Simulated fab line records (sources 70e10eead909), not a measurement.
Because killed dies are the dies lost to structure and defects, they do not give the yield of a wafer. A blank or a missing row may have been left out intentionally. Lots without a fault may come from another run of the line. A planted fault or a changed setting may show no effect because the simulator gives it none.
Check for tools in common	flow nand-harc	Sampled: 12 lots, 36 wafers

## THE REASON FOR OPENING IT
At NHARC_P_CONTACT_CD_MEAS_12 the reading cd-nm is flagged on 1 of 12 lots. No-fault wafers: 90.3 nm, standard deviation 0.64.
Rule: a lot is flagged when every wafer of it that has a number lies more than 4 standard deviations from that mean, or none has a number. The rest of the lots are taken to be sound.

lot	measured	on	cd-nm (nm), wafer by wafer	flag
L594	day 5 17:41	cd-sem-01	89.6 90.3 89.8	
L597	day 7 03:25	cd-sem-01	89.7 90.8 90.7	
L600	day 8 12:27	cd-sem-03	85.4 85.9 85.0	FLAGGED
L601	day 8 16:54	cd-sem-01	90.1 90.6 89.6	
L607	day 12 01:22	cd-sem-02	90.2 89.3 90.4	
L610	day 12 11:50	cd-sem-02	90.0 90.7 91.9	
L611	day 12 19:53	cd-sem-03	89.9 90.6 90.6	
L612	day 13 09:01	cd-sem-02	90.4 89.5 90.6	
L614	day 14 06:32	cd-sem-01	89.2 89.7 90.8	
L616	day 15 03:35	cd-sem-01	90.5 89.3 91.0	
L615	day 15 03:51	cd-sem-02	90.6 90.6 89.8	
L617	day 15 14:01	cd-sem-02	90.1 90.0 90.1	
On average the flagged lots' numbers are 85.4 nm, which is -4.9 nm against the usual, or -8 standard deviations.

## WHICH TOOL EACH LOT WENT THROUGH
The record holds 3 process steps before the reading, out of a route of 1302 steps. Every cell lists first the tool, next ch and the chambers used by the sampled wafers, and last the start.
lot	flag	NHARC_P_GATE_HM_OPEN_105	NHARC_P_CONTACT_DEP_00	NHARC_P_CONTACT_EXPOSE_09
L594		rie-diel-01 ch 0,1, day 5 16:18 or earlier	pecvd-01 ch 0, day 5 16:18	arfi-scanner-01 ch 0, day 5 17:32
L597		rie-diel-07 ch 1,2,3, day 7 03:17 or earlier	pecvd-02 ch 0,1,2, day 7 03:17 or earlier	arfi-scanner-03 ch 0, day 7 03:17
L600	FLAGGED	rie-diel-01 ch 0,1,2, day 8 12:19 or earlier	pecvd-02 ch 0,2, day 8 12:19 or earlier	arfi-scanner-01 ch 0, day 8 12:19
L601		rie-diel-07 ch 0,1,3, day 8 16:46 or earlier	pecvd-03 ch 0,1,2, day 8 16:46 or earlier	arfi-scanner-01 ch 0, day 8 16:46
L607		rie-diel-07 ch 0,1,3, day 12 01:14 or earlier	pecvd-01 ch 0,1, day 12 01:14 or earlier	arfi-scanner-03 ch 0, day 12 01:14
L610		rie-diel-07 ch 1,2, day 12 11:42 or earlier	pecvd-03 ch 0,2, day 12 11:42 or earlier	arfi-scanner-03 ch 0, day 12 11:42
L611		rie-diel-01 ch 1,2,3, day 12 19:45 or earlier	pecvd-02 ch 0,1,2, day 12 19:45 or earlier	arfi-scanner-03 ch 0, day 12 19:45
L612		rie-diel-07 ch 0,1,3, day 13 08:52 or earlier	pecvd-02 ch 1,2, day 13 08:52 or earlier	arfi-scanner-01 ch 0, day 13 08:52
L614		rie-diel-01 ch 0,1,3, day 14 06:23 or earlier	pecvd-03 ch 0,2, day 14 06:23 or earlier	arfi-scanner-01 ch 0, day 14 06:23
L616		rie-diel-02 ch 0,1, day 15 03:26 or earlier	pecvd-02 ch 1,2, day 15 03:26 or earlier	arfi-scanner-02 ch 0, day 15 03:26
L615		rie-diel-07 ch 0,1, day 15 03:43 or earlier	pecvd-03 ch 0,2, day 15 03:43 or earlier	arfi-scanner-03 ch 0, day 15 03:43
L617		rie-diel-01 ch 0,1,2, day 15 13:52 or earlier	pecvd-01 ch 0,1,2, day 15 13:52 or earlier	arfi-scanner-01 ch 0, day 15 13:52
These steps, and what they do:
- NHARC_P_GATE_HM_OPEN_105: chemistry O2/COS, target depth 360 nm.
- NHARC_P_CONTACT_DEP_00: deposits SiO2, target thk 500 nm.
- NHARC_P_CONTACT_EXPOSE_09: exposes mask P CA, target cd 90 nm.
- NHARC_P_CONTACT_CD_MEAS_12: target cd 90 nm.

## FLAGGED AGAINST TOTAL, ONE TOOL AT A TIME (gauges that did the reading follow at the end)
step	tool	lots run	flagged	share of the flagged lots	sound lots run after its first flagged lot
NHARC_P_GATE_HM_OPEN_105	rie-diel-01	5	1	all	3 (L611,L614,L617)
NHARC_P_GATE_HM_OPEN_105	rie-diel-02	1	0	none	-
NHARC_P_GATE_HM_OPEN_105	rie-diel-07	6	0	none	-
NHARC_P_CONTACT_DEP_00	pecvd-01	3	0	none	-
NHARC_P_CONTACT_DEP_00	pecvd-02	5	1	all	3 (L611,L612,L616)
NHARC_P_CONTACT_DEP_00	pecvd-03	4	0	none	-
NHARC_P_CONTACT_EXPOSE_09	arfi-scanner-01	6	1	all	4 (L601,L612,L614,L617)
NHARC_P_CONTACT_EXPOSE_09	arfi-scanner-02	1	0	none	-
NHARC_P_CONTACT_EXPOSE_09	arfi-scanner-03	5	0	none	-
NHARC_P_CONTACT_CD_MEAS_12	cd-sem-01	5	0	none	-
NHARC_P_CONTACT_CD_MEAS_12	cd-sem-02	5	0	none	-
NHARC_P_CONTACT_CD_MEAS_12	cd-sem-03	2	1	all	1 (L611)
NHARC_P_GATE_HM_OPEN_105 gives no start for some lots, so the hours and the order of its lots are those of NHARC_P_CONTACT_EXPOSE_09. NHARC_P_CONTACT_DEP_00 gives no start for some lots, so the hours and the order of its lots are those of NHARC_P_CONTACT_EXPOSE_09.

## WHAT THE TABLE PERMITS
4 rows of the table ran every flagged lot: rie-diel-01 at NHARC_P_GATE_HM_OPEN_105, pecvd-02 at NHARC_P_CONTACT_DEP_00, arfi-scanner-01 at NHARC_P_CONTACT_EXPOSE_09, cd-sem-03 at NHARC_P_CONTACT_CD_MEAS_12.
- rie-diel-01 at NHARC_P_GATE_HM_OPEN_105: 1 of its 5 lots flagged. Sound lots ran on it after the first flagged one (L611, L614, L617), which a lasting fault on the whole tool wouldn't allow.
- pecvd-02 at NHARC_P_CONTACT_DEP_00: 1 of its 5 lots flagged. Sound lots ran on it after the first flagged one (L611, L612, L616), which a lasting fault on the whole tool wouldn't allow.
- arfi-scanner-01 at NHARC_P_CONTACT_EXPOSE_09: 1 of its 6 lots flagged. Sound lots ran on it after the first flagged one (L601, L612, L614, L617), which a lasting fault on the whole tool wouldn't allow.
- cd-sem-03 at NHARC_P_CONTACT_CD_MEAS_12: 1 of its 2 lots flagged. Sound lots ran on it after the first flagged one (L611), which a lasting fault on the whole tool wouldn't allow.
No row of the table ran every flagged lot and no sound lot after the first.

## WHAT THE SIMULATOR HAD INSERTED
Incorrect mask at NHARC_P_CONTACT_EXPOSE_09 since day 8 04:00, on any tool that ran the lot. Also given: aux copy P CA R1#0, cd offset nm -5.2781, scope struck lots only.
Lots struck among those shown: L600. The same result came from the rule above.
